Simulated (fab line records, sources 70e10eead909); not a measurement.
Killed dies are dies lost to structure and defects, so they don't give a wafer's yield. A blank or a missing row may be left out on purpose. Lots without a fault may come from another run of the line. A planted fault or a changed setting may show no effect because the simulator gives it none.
Chamber matching | flow nand_harc | NHARC_P_M2_DEP_33 on pecvd-02: 3 sister chambers
The step deposits SiCN, target thk 30 nm. 18 wafers are shown with their chamber, then 9 later ones without.

WAFERS WITH THEIR CHAMBER
wafer  | chamber | heater_power_w (W)
L074.4 | 2       | 545
L074.5 | 1       | 461
L074.6 | 0       | 513
L076.2 | 2       | 548
L076.4 | 1       | 420
L076.5 | 2       | 545
L075.2 | 1       | 502
L075.3 | 2       | 579
L075.5 | 1       | 496
L080.1 | 1       | 477
L080.3 | 0       | 533
L080.5 | 2       | 558
L086.3 | 1       | 482
L086.4 | 0       | 506
L086.6 | 1       | 478
L087.2 | 2       | 469
L087.5 | 1       | 458
L087.6 | 0       | 470

SIGNATURES (means of the wafers above)
reading        | chamber 0 | chamber 1 | chamber 2 | scatter within a chamber
heater_power_w | 505.50    | 471.75    | 540.67    | 30.3
Rule: a wafer's distance from a chamber is the root of the sum, over the readings, of the square of ((its reading less the chamber's mean) divided by the reading's scatter). The wafer belongs to the nearest chamber; if the next one is less than 2 further off, it can't be placed. The scatter: the root of (the sum of the squares of (reading less its chamber's mean) over the shown wafers, divided by (wafers less chambers)).

WAFERS WITHOUT THEIR CHAMBER
wafer  | heater_power_w (W)
L089.2 | 542
L089.4 | 533
L089.5 | 529
L092.2 | 485
L092.4 | 505
L092.6 | 457
L097.2 | 532
L097.4 | 468
L097.6 | 531

WHICH CHAMBER EACH WENT THROUGH
wafer  | from the rows above          | in truth
L089.2 | can't be placed: 2 or 0      | 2
L089.4 | can't be placed: 2 or 0 or 1 | 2
L089.5 | can't be placed: 2 or 0 or 1 | 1
L092.2 | can't be placed: 1 or 0 or 2 | 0
L092.4 | can't be placed: 0 or 1 or 2 | 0
L092.6 | can't be placed: 1 or 0      | 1
L097.2 | can't be placed: 2 or 0 or 1 | 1
L097.4 | can't be placed: 1 or 0      | 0
L097.6 | can't be placed: 2 or 0 or 1 | 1
Placed correctly: 0 of 9. Can't be placed from these rows: 9 (the true chamber is among the candidates in 9). Placed wrongly: 0.
